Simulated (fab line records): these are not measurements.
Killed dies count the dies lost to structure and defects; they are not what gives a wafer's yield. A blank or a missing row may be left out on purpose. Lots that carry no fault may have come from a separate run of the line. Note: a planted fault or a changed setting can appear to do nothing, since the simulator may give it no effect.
fab line records	flow nand_harc	part 1 of 2: steps 1 to 22 of 31
[record] lots = 5	wafers = 15	last_day = 32
route steps=1302 shown A_CONTACT@1031
lots that met no fault: from a run of the same line without faults
start_h: start of the lot's first displayed wafer, in hours after the record's first day	wait_h: hours since the lot's step before	" same as the row above	L1.1+2: several wafers, shown together as one row	- no value, or no start given	* or withheld: withheld	< > ~ a bound
route shown NAME@n: names a module that has steps shown in the file, with the first one's number in the route	usual: average and standard deviation across the fault-free wafers	same: alike in all rows	chamber/n: place in a boat	sites: the reading at each site	_std_site: how widely they spread, as a standard deviation	_edge_site: inner sites' mean taken away from outer sites' mean	radius_mm: for every site, how far away it sits from the centre of the wafer	mask NAME#n: copy n	behind: the tool/chamber that last shaped the wafer	hold: reason for holding the lot/hours on hold/outcome of the hold	device: names the non-switching transistor (n, p or np)	end of line: the same wafers' tests at the end of the route	a step with no rows: only its recipe	killed: count of dies lost to structure and defects at first sort (not the wafer's yield)	map: a wafer's dies, marking killed ones x, the rest . and places with no die _
set.NAME: setting as actually run; set.NAME@STEP: the setting as run at that earlier step	model.NAME: the simulator's own value behind a step, which no gauge read
lots seen at some steps along the route; tables by step, rows by wafer
services: from which hour (start_h, from the record's first day; less than 0 if before it) a tool's chamber was out of use, for how many hours, and why
[[steps]]
[step NHARC_A_CONTACT_COAT_61]
[recipe] temp_c = 260	time_s = 75
[usual] plate_temp_C = 259.97/0.19
lot.wafer	tool	chamber	start_h	wait_h	plate_temp_C
L080.1	litho_track-06	0	-	-	259.64
L080.2	"	0	"	"	259.48
L080.6	"	0	"	"	259.76
L082.1	litho_track-06	0	-	-	260.08
L082.3	"	0	"	"	260.03
L082.6	"	0	"	"	259.96
L085.1	litho_track-01	0	-	-	259.97
L085.2	"	0	"	"	259.97
L085.5	"	0	"	"	260.26
L093.2	litho_track-06	0	-	-	260.12
L093.4	"	0	"	"	260.40
L093.6	"	0	"	"	260.19
L092.3	litho_track-04	0	-	-	260.18
L092.5	"	0	"	"	260.12
L092.6	"	0	"	"	260.22
[step NHARC_A_CONTACT_COAT_62]
[recipe] temp_c = 225	time_s = 65
[usual] plate_temp_C = 225.02/0.15
lot.wafer	tool	chamber	start_h	wait_h	plate_temp_C
L080.1	litho_track-06	0	-	-	224.83
L080.2	"	0	"	"	224.65
L080.6	"	0	"	"	225.28
L082.1	litho_track-06	0	-	-	224.94
L082.3	"	0	"	"	225.10
L082.6	"	0	"	"	225.09
L085.1	litho_track-01	0	-	-	225.13
L085.2	"	0	"	"	225.13
L085.5	"	0	"	"	224.90
L093.2	litho_track-06	0	-	-	224.93
L093.4	"	0	"	"	224.89
L093.6	"	0	"	"	224.97
L092.3	litho_track-04	0	-	-	224.95
L092.5	"	0	"	"	224.91
L092.6	"	0	"	"	225.17
[step NHARC_A_CONTACT_COAT_63]
[recipe] spin_rpm = 1500	resist_thk_nm = 90
lot.wafer	tool	chamber	start_h	wait_h
L080.1+2+6	litho_track-06	0	-	-
L082.1+3+6	litho_track-06	0	-	-
L085.1+2+5	litho_track-01	0	-	-
L093.2+4+6	litho_track-06	0	-	-
L092.3+5+6	litho_track-04	0	-	-
[step NHARC_A_CONTACT_SOFTBAKE_64]
[recipe] temp_c = 105	time_s = 55
[usual] plate_temp_C = 105.01/0.13
lot.wafer	tool	chamber	start_h	wait_h	plate_temp_C
L080.1	litho_track-06	0	-	-	104.89
L080.2	"	0	"	"	105.01
L080.6	"	0	"	"	104.96
L082.1	litho_track-06	0	-	-	105.09
L082.3	"	0	"	"	105.13
L082.6	"	0	"	"	105.15
L085.1	litho_track-01	0	-	-	105.03
L085.2	"	0	"	"	105.03
L085.5	"	0	"	"	104.97
L093.2	litho_track-06	0	-	-	105.19
L093.4	"	0	"	"	105.13
L093.6	"	0	"	"	105.30
L092.3	litho_track-04	0	-	-	104.86
L092.5	"	0	"	"	105.02
L092.6	"	0	"	"	105.03
[step NHARC_A_CONTACT_EBR_65]
lot.wafer	tool	chamber	start_h	wait_h
L080.1+2+6	litho_track-06	0	-	-
L082.1+3+6	litho_track-06	0	-	-
L085.1+2+5	litho_track-01	0	-	-
L093.2+4+6	litho_track-06	0	-	-
L092.3+5+6	litho_track-04	0	-	-
[step NHARC_A_CONTACT_EXPOSE_66]
[recipe] na = 1.35	sigma_outer = 0.8	dose_mj = 59.02	mask_id = A_CC_2
lot.wafer	tool	chamber	start_h	wait_h	mask
L080.1+2+6	arfi_scanner-03	0	545.39	-	A_CC_2#0
L082.1+3+6	arfi_scanner-03	0	589.44	-	A_CC_2#0
L085.1+2+5	arfi_scanner-02	0	613.54	-	A_CC_2#0
L093.2+4+6	arfi_scanner-03	0	689.20	-	A_CC_2#0
L092.3+5+6	arfi_scanner-01	0	693.30	-	A_CC_2#0
[step NHARC_A_CONTACT_PEB_67]
[recipe] peb_temp_c = 100	peb_time_s = 65
[usual] plate_temp_C = 100.01/0.12
lot.wafer	tool	chamber	start_h	wait_h	plate_temp_C
L080.1	litho_track-04	0	545.45	0.1	100.00
L080.2	"	0	"	"	99.93
L080.6	"	0	"	"	99.84
L082.1	litho_track-04	0	589.50	0.1	100.02
L082.3	"	0	"	"	99.90
L082.6	"	0	"	"	99.86
L085.1	litho_track-06	0	613.61	0.1	99.84
L085.2	"	0	"	"	99.96
L085.5	"	0	"	"	100.08
L093.2	litho_track-01	0	689.25	0.1	99.92
L093.4	"	0	"	"	99.93
L093.6	"	0	"	"	99.96
L092.3	litho_track-01	0	693.36	0.0	100.01
L092.5	"	0	"	"	99.91
L092.6	"	0	"	"	99.93
[step NHARC_A_CONTACT_DEVELOP_68]
[recipe] develop_time_s = 35	dev_temp_c = 23
[usual] developer_temp_C = 23.02/0.11
lot.wafer	tool	chamber	start_h	wait_h	developer_temp_C
L080.1	litho_track-04	0	-	-	23.00
L080.2	"	0	"	"	22.89
L080.6	"	0	"	"	22.94
L082.1	litho_track-04	0	-	-	23.05
L082.3	"	0	"	"	23.31
L082.6	"	0	"	"	23.11
L085.1	litho_track-06	0	-	-	23.18
L085.2	"	0	"	"	23.00
L085.5	"	0	"	"	23.02
L093.2	litho_track-01	0	-	-	23.22
L093.4	"	0	"	"	23.08
L093.6	"	0	"	"	23.40
L092.3	litho_track-01	0	-	-	23.05
L092.5	"	0	"	"	22.83
L092.6	"	0	"	"	23.02
[step NHARC_A_CONTACT_CD_MEAS_69]
[recipe] target_cd_nm = 300	landing_energy_ev = 500
[usual] cd_nm = 299.8/0.57
lot.wafer	tool	chamber	start_h	wait_h	cd_nm
L080.1	cd_sem-03	0	545.53	-	299.6
L080.2	"	0	"	"	300.2
L080.6	"	0	"	"	299.3
L082.1	cd_sem-02	0	589.58	-	299.7
L082.3	"	0	"	"	299.4
L082.6	"	0	"	"	299.2
L085.1	cd_sem-02	0	613.69	-	299.4
L085.2	"	0	"	"	298.8
L085.5	"	0	"	"	299.0
L093.2	cd_sem-02	0	689.33	-	299.3
L093.4	"	0	"	"	300.2
L093.6	"	0	"	"	299.8
L092.3	cd_sem-01	0	693.44	-	300.6
L092.5	"	0	"	"	300.5
L092.6	"	0	"	"	299.3
[step NHARC_A_CONTACT_OVL_MEAS_70]
[usual] overlay_x_nm = 0.0/0.94	overlay_y_nm = 0.3/0.68
lot.wafer	tool	chamber	start_h	wait_h	overlay_x_nm	overlay_y_nm
L080.1	overlay-02	-	545.61	-	0.1	1.5
L080.2	"	-	"	"	0.1	1.4
L080.6	"	-	"	"	0.2	1.9
L082.1	overlay-01	-	589.67	-	0.0	0.7
L082.3	"	-	"	"	-0.2	0.6
L082.6	"	-	"	"	-0.4	0.3
L085.1	overlay-02	-	613.79	-	-1.1	0.5
L085.2	"	-	"	"	-1.3	0.6
L085.5	"	-	"	"	-0.7	-0.4
L093.2	overlay-01	-	689.42	-	1.2	1.0
L093.4	"	-	"	"	1.2	1.1
L093.6	"	-	"	"	1.0	1.0
L092.3	overlay-02	-	693.52	-	-0.4	0.5
L092.5	"	-	"	"	-0.3	1.3
L092.6	"	-	"	"	-0.2	0.5
[step NHARC_A_CONTACT_INSPECT_71]
[usual] raw_defect_count = 78/40
lot.wafer	tool	chamber	start_h	wait_h	raw_defect_count
L080.1	defect_inspect-02	-	545.65	0.0	92
L080.2	"	-	"	"	99
L080.6	"	-	"	"	86
L082.1	defect_inspect-02	-	589.71	0.0	21
L082.3	"	-	"	"	19
L082.6	"	-	"	"	27
L085.1	defect_inspect-02	-	613.83	0.0	119
L085.2	"	-	"	"	141
L085.5	"	-	"	"	132
L093.2	defect_inspect-02	-	689.46	0.0	109
L093.4	"	-	"	"	107
L093.6	"	-	"	"	107
L092.3	defect_inspect-01	-	693.56	0.0	95
L092.5	"	-	"	"	97
L092.6	"	-	"	"	85
[step NHARC_A_CONTACT_DESCUM_74]
[recipe] time_s = 3	o2_flow_sccm = 200	ar_flow_sccm = 0	bias_power_w = 0	chemistry = O2
[usual] drypump_motor_current_A = 5.7/0.54	oes_product_au = 0.997/0.011	rf_vpp_V = 58.1/0.86	showerhead_plenum_p_Torr = 1.98/0.074	throttle_valve_pct = 11.311/0.0091
lot.wafer	tool	chamber	start_h	wait_h	drypump_motor_current_A	oes_product_au	rf_hours_counter_h	rf_vpp_V	showerhead_plenum_p_Torr	throttle_valve_pct
L080.2	rie_diel-02	2	545.72	0.1	5.7	0.985	43	60.0	1.94	11.302
L080.1	"	0	"	"	6.8	0.998	50	59.5	2.03	11.305
L080.6	"	2	"	"	5.7	0.994	-	56.5	1.94	11.301
L082.1	rie_diel-09	2	589.77	0.1	5.0	0.977	34	57.9	2.07	11.319
L082.3	"	3	"	"	4.7	1.009	34	57.6	1.90	11.311
L082.6	"	2	"	"	5.0	0.989	-	57.7	2.07	11.315
L085.2	rie_diel-09	0	613.89	0.1	6.2	0.981	37	59.2	2.01	11.302
L085.1	"	3	"	"	4.7	0.990	43	57.4	1.90	11.312
L085.5	"	0	"	"	6.1	0.983	-	57.8	2.01	11.318
L093.4	rie_diel-11	2	689.52	0.1	5.7	0.984	10	56.8	1.96	11.318
L093.2	"	3	"	"	5.8	1.009	11	57.5	2.06	11.314
L093.6	"	2	"	"	5.7	0.985	-	58.2	1.96	11.313
L092.3	rie_diel-09	1	693.63	0.1	6.2	1.002	3	58.4	1.87	11.324
L092.5	"	0	"	"	6.2	0.996	-	58.3	2.00	11.302
L092.6	"	1	"	"	6.2	1.005	-	57.2	1.87	11.304
[step NHARC_A_CONTACT_ETCH_75]
[recipe] target_depth_a = 390	over_etch_frac = 0.3	time_s = 65	ion_energy_ev = 80	cf4_flow_sccm = 150	ar_flow_sccm = 0	rf_w = 300	bias_w = 100	chemistry = CF4
[usual] drypump_motor_current_A = 5.6/0.55	oes_product_au = 0.996/0.011	rf_vpp_V = 151.8/1.3	showerhead_plenum_p_Torr = 1.82/0.068	throttle_valve_pct = 13.283/0.0088
lot.wafer	tool	chamber	start_h	wait_h	drypump_motor_current_A	oes_product_au	rf_hours_counter_h	rf_vpp_V	showerhead_plenum_p_Torr	throttle_valve_pct
L080.1	rie_diel-02	2	545.88	0.1	5.7	0.988	43	152.5	1.79	13.284
L080.2	"	3	"	"	4.9	0.990	51	151.2	1.68	13.300
L080.6	"	1	"	"	6.3	0.971	-	151.2	1.79	13.295
L082.1	rie_diel-09	3	589.86	0.1	4.7	1.002	34	150.9	1.76	13.267
L082.3	"	0	"	"	6.1	0.983	33	153.5	1.85	13.296
L082.6	"	2	"	"	4.9	0.991	-	153.1	1.90	13.279
L085.1	rie_diel-09	0	613.97	0.1	6.2	0.968	37	150.2	1.85	13.277
L085.2	"	2	"	"	5.0	0.981	43	152.1	1.90	13.284
L085.5	"	1	"	"	6.2	0.976	-	151.8	1.74	13.284
L093.4	rie_diel-11	3	689.60	0.1	5.7	1.017	11	153.7	1.90	13.279
L093.2	"	1	"	"	5.7	1.007	12	152.9	1.90	13.285
L093.6	"	0	"	"	5.5	1.014	-	150.8	1.80	13.290
L092.3	rie_diel-09	2	693.71	0.1	5.0	0.995	3	153.5	1.89	13.276
L092.6	"	1	"	"	6.2	1.013	-	150.2	1.73	13.273
L092.5	"	2	"	"	5.0	0.994	-	152.8	1.89	13.294
[step NHARC_A_CONTACT_ETCH_76]
[recipe] target_depth_a = 2600	over_etch_frac = 0.3	time_s = 475.3	ion_energy_ev = 200	n2_flow_sccm = 150	h2_flow_sccm = 150	ar_flow_sccm = 0	rf_w = 400	bias_w = 150	chemistry = N2/H2
[usual] drypump_motor_current_A = 5.6/0.55	oes_product_au = 0.996/0.01	rf_vpp_V = 432.3/2.4	showerhead_plenum_p_Torr = 2.10/0.085	throttle_valve_pct = 14.172/0.0086
lot.wafer	tool	chamber	start_h	wait_h	drypump_motor_current_A	oes_product_au	rf_hours_counter_h	rf_vpp_V	showerhead_plenum_p_Torr	throttle_valve_pct
L080.1	rie_diel-02	2	-	-	5.7	0.993	43	430.3	2.07	14.186
L080.2	"	0	"	"	6.7	1.003	50	433.7	2.17	14.170
L080.6	"	3	"	"	4.9	0.998	-	426.8	1.93	14.180
L082.1	rie_diel-09	1	-	-	6.3	0.973	10	429.0	2.00	14.188
L082.3	"	3	"	"	4.7	1.013	35	428.8	2.03	14.173
L082.6	"	2	"	"	5.0	0.999	-	435.4	2.21	14.197
L085.2	rie_diel-09	3	-	-	4.7	1.003	43	429.9	2.02	14.163
L085.1	"	1	"	"	6.3	0.982	16	428.1	2.00	14.154
L085.5	"	2	"	"	5.0	0.983	-	434.7	2.20	14.162
L093.2	rie_diel-11	1	-	-	5.7	0.994	12	434.6	2.20	14.158
L093.4	"	3	"	"	5.8	1.004	11	433.7	2.20	14.166
L093.6	"	1	"	"	5.8	0.987	-	435.3	2.20	14.165
L092.3	rie_diel-09	2	-	-	5.0	0.989	3	434.7	2.19	14.178
L092.6	"	2	"	"	5.0	0.996	-	433.9	2.19	14.171
L092.5	"	3	"	"	4.7	0.997	-	430.9	2.01	14.182
[step NHARC_A_CONTACT_ETCH_77]
[recipe] target_depth_a = 1089	time_s = 54.5	cf4_flow_sccm = 100	chf3_flow_sccm = 30	ar_flow_sccm = 0	rf_w = 500	bias_w = 200	chemistry = CF4/CHF3
[usual] drypump_motor_current_A = 5.7/0.55	oes_product_au = 0.945/0.024	rf_vpp_V = 372.0/2.1	showerhead_plenum_p_Torr = 1.62/0.06	throttle_valve_pct = 16.803/0.01
lot.wafer	tool	chamber	start_h	wait_h	drypump_motor_current_A	oes_product_au	rf_hours_counter_h	rf_vpp_V	showerhead_plenum_p_Torr	throttle_valve_pct
L080.2	rie_diel-02	0	-	-	6.7	0.953	50	373.5	1.66	16.822
L080.1	"	2	"	"	5.7	0.917	43	372.4	1.59	16.791
L080.6	"	0	"	"	6.6	0.951	-	374.3	1.66	16.811
L082.1	rie_diel-09	2	-	-	4.9	0.925	34	373.8	1.69	16.808
L082.3	"	3	"	"	4.7	0.936	35	370.0	1.56	16.798
L082.6	"	2	"	"	5.0	0.916	-	376.3	1.69	16.791
L085.2	rie_diel-09	3	-	-	4.7	0.926	44	371.5	1.56	16.812
L085.1	"	0	"	"	6.1	0.907	37	373.2	1.65	16.795
L085.5	"	2	"	"	5.0	0.930	-	373.6	1.69	16.798
L093.4	rie_diel-11	0	-	-	5.5	0.980	11	369.5	1.60	16.800
L093.2	"	2	"	"	5.7	0.961	10	371.7	1.61	16.795
L093.6	"	3	"	"	5.7	0.976	-	374.6	1.69	16.796
L092.3	rie_diel-09	2	-	-	5.0	0.941	3	374.8	1.68	16.800
L092.6	"	0	"	"	6.1	0.942	-	373.2	1.64	16.805
L092.5	"	1	"	"	6.2	0.937	-	369.3	1.54	16.783
[step NHARC_A_CONTACT_ETCH_78]
[recipe] target_depth_a = 53000	over_etch_frac = 0.3	time_s = 1378	ion_energy_ev = 150	o2_flow_sccm = 400	cos_flow_sccm = 20	ar_flow_sccm = 0	rf_w = 500	bias_w = 300	chemistry = O2/COS
[usual] drypump_motor_current_A = 5.6/0.53	oes_product_au = 0.999/0.01	rf_vpp_V = 315.4/1.9	showerhead_plenum_p_Torr = 3.21/0.12	throttle_valve_pct = 28.330/0.0088
lot.wafer	tool	chamber	start_h	wait_h	drypump_motor_current_A	oes_product_au	rf_hours_counter_h	rf_vpp_V	showerhead_plenum_p_Torr	throttle_valve_pct
L080.2	rie_diel-02	2	-	-	5.7	0.984	43	314.1	3.16	28.343
L080.1	"	0	"	"	6.7	1.013	50	315.1	3.30	28.329
L080.6	"	2	"	"	5.7	1.001	-	313.4	3.16	28.340
L082.3	rie_diel-09	1	-	-	6.2	0.981	10	313.6	3.07	28.321
L082.1	"	3	"	"	4.7	1.002	35	314.5	3.10	28.329
L082.6	"	3	"	"	4.7	1.005	-	314.1	3.10	28.339
L085.2	rie_diel-09	1	-	-	6.3	0.993	17	313.5	3.06	28.320
L085.1	"	3	"	"	4.7	1.006	44	313.6	3.10	28.338
L085.5	"	1	"	"	6.2	0.995	-	314.0	3.06	28.342
L093.2	rie_diel-11	2	-	-	5.7	0.990	10	316.9	3.20	28.318
L093.4	"	0	"	"	5.5	1.015	11	316.3	3.18	28.323
L093.6	"	3	"	"	5.7	1.011	-	315.3	3.35	28.333
L092.3	rie_diel-09	1	-	-	6.2	1.001	3	311.9	3.05	28.322
L092.5	"	0	"	"	6.1	0.995	-	316.4	3.25	28.328
L092.6	"	1	"	"	6.3	0.990	-	312.7	3.05	28.337
[step NHARC_A_CONTACT_ETCH_124]
[recipe] source_w = withheld	pressure_mtorr = 20	bias_v = withheld	time_s = 140	target_depth_a = 7000	ar_flow_sccm = withheld	c4f8_flow_sccm = withheld	o2_flow_sccm = withheld	chemistry = C4F8/O2/Ar
lot.wafer	tool	chamber	start_h	wait_h	rf_hours_counter_h
L080.1	har_cap_etch-01	1	547.42	-	8
L080.2	"	0	"	"	8
L080.6	"	1	"	"	-
L082.1	har_cap_etch-03	0	591.58	-	57
L082.3	"	0	"	"	-
L082.6	"	0	"	"	-
L085.1	har_cap_etch-01	1	615.42	-	17
L085.2	"	0	"	"	17
L085.5	"	0	"	"	-
L093.2	har_cap_etch-02	1	691.07	-	125
L093.4	"	1	"	"	-
L093.6	"	0	"	"	-
L092.3	har_cap_etch-02	0	695.27	-	-
L092.5	"	0	"	"	-
L092.6	"	1	"	"	-
[step NHARC_A_CONTACT_ETCH_125]
[recipe] source_w = withheld	pressure_mtorr = 20	bias_v = 3000	time_s = 197	target_depth_a = 19180	ar_flow_sccm = withheld	c4f8_flow_sccm = withheld	o2_flow_sccm = withheld	chemistry = C4F8/O2/Ar
lot.wafer	tool	chamber	start_h	wait_h	rf_hours_counter_h
L080.1	har_cap_etch-01	1	547.62	0.2	8
L080.2	"	0	"	"	8
L080.6	"	1	"	"	-
L082.1	har_cap_etch-03	0	591.78	0.2	57
L082.3	"	0	"	"	-
L082.6	"	0	"	"	-
L085.1	har_cap_etch-01	1	615.69	0.2	17
L085.2	"	0	"	"	17
L085.5	"	0	"	"	-
L093.2	har_cap_etch-02	1	691.27	0.2	125
L093.4	"	1	"	"	-
L093.6	"	0	"	"	-
L092.3	har_cap_etch-02	0	695.46	0.2	-
L092.5	"	0	"	"	-
L092.6	"	1	"	"	-
[step NHARC_A_CONTACT_ETCH_126]
[recipe] source_w = withheld	pressure_mtorr = 20	bias_v = 3000	time_s = 197	target_depth_a = 19180	ar_flow_sccm = withheld	c4f8_flow_sccm = withheld	o2_flow_sccm = withheld	chemistry = C4F8/O2/Ar
lot.wafer	tool	chamber	start_h	wait_h	rf_hours_counter_h
L080.1	har_cap_etch-01	1	547.80	0.1	8
L080.2	"	0	"	"	8
L080.6	"	1	"	"	-
L082.1	har_cap_etch-03	0	591.95	0.1	57
L082.3	"	0	"	"	-
L082.6	"	0	"	"	-
L085.1	har_cap_etch-01	1	615.92	0.2	17
L085.2	"	0	"	"	17
L085.5	"	0	"	"	-
L093.2	har_cap_etch-02	1	691.44	0.1	125
L093.4	"	1	"	"	-
L093.6	"	0	"	"	-
L092.3	har_cap_etch-02	0	695.64	0.1	-
L092.5	"	0	"	"	-
L092.6	"	1	"	"	-
[step NHARC_A_CONTACT_ETCH_127]
[recipe] source_w = withheld	pressure_mtorr = 20	bias_v = 3000	time_s = 197	target_depth_a = 19180	ar_flow_sccm = withheld	c4f8_flow_sccm = withheld	o2_flow_sccm = withheld	chemistry = C4F8/O2/Ar
lot.wafer	tool	chamber	start_h	wait_h	rf_hours_counter_h
L080.1	har_cap_etch-01	1	547.97	0.1	9
L080.2	"	0	"	"	9
L080.6	"	1	"	"	-
L082.1	har_cap_etch-03	0	592.13	0.1	58
L082.3	"	0	"	"	-
L082.6	"	0	"	"	-
L085.1	har_cap_etch-01	1	616.15	0.2	17
L085.2	"	0	"	"	17
L085.5	"	0	"	"	-
L093.2	har_cap_etch-02	1	691.62	0.1	125
L093.4	"	1	"	"	-
L093.6	"	0	"	"	-
L092.3	har_cap_etch-02	0	695.82	0.1	-
L092.5	"	0	"	"	-
L092.6	"	1	"	"	-
[step NHARC_A_CONTACT_ETCH_128]
[recipe] source_w = withheld	pressure_mtorr = 20	bias_v = 3000	time_s = 197	target_depth_a = 19180	ar_flow_sccm = withheld	c4f8_flow_sccm = withheld	o2_flow_sccm = withheld	chemistry = C4F8/O2/Ar
lot.wafer	tool	chamber	start_h	wait_h	rf_hours_counter_h
L080.1	har_cap_etch-01	1	548.15	0.1	9
L080.2	"	0	"	"	9
L080.6	"	1	"	"	-
L082.1	har_cap_etch-03	0	592.31	0.1	58
L082.3	"	0	"	"	-
L082.6	"	0	"	"	-
L085.1	har_cap_etch-01	1	616.39	0.2	17
L085.2	"	0	"	"	17
L085.5	"	0	"	"	-
L093.2	har_cap_etch-02	1	691.80	0.1	125
L093.4	"	1	"	"	-
L093.6	"	0	"	"	-
L092.3	har_cap_etch-02	0	695.99	0.1	-
L092.5	"	0	"	"	-
L092.6	"	1	"	"	-
[step NHARC_A_CONTACT_ETCH_129]
[recipe] source_w = withheld	pressure_mtorr = 20	bias_v = 3000	time_s = 197	target_depth_a = 19180	ar_flow_sccm = withheld	c4f8_flow_sccm = withheld	o2_flow_sccm = withheld	chemistry = C4F8/O2/Ar
lot.wafer	tool	chamber	start_h	wait_h	rf_hours_counter_h
L080.1	har_cap_etch-01	1	548.32	0.1	9
L080.2	"	0	"	"	9
L080.6	"	1	"	"	-
L082.1	har_cap_etch-03	0	592.49	0.1	58
L082.3	"	0	"	"	-
L082.6	"	0	"	"	-
L085.1	har_cap_etch-01	1	616.62	0.2	17
L085.2	"	0	"	"	17
L085.5	"	0	"	"	-
L093.2	har_cap_etch-02	1	691.97	0.1	125
L093.4	"	1	"	"	-
L093.6	"	0	"	"	-
L092.3	har_cap_etch-02	0	696.17	0.1	-
L092.5	"	0	"	"	-
L092.6	"	1	"	"	-
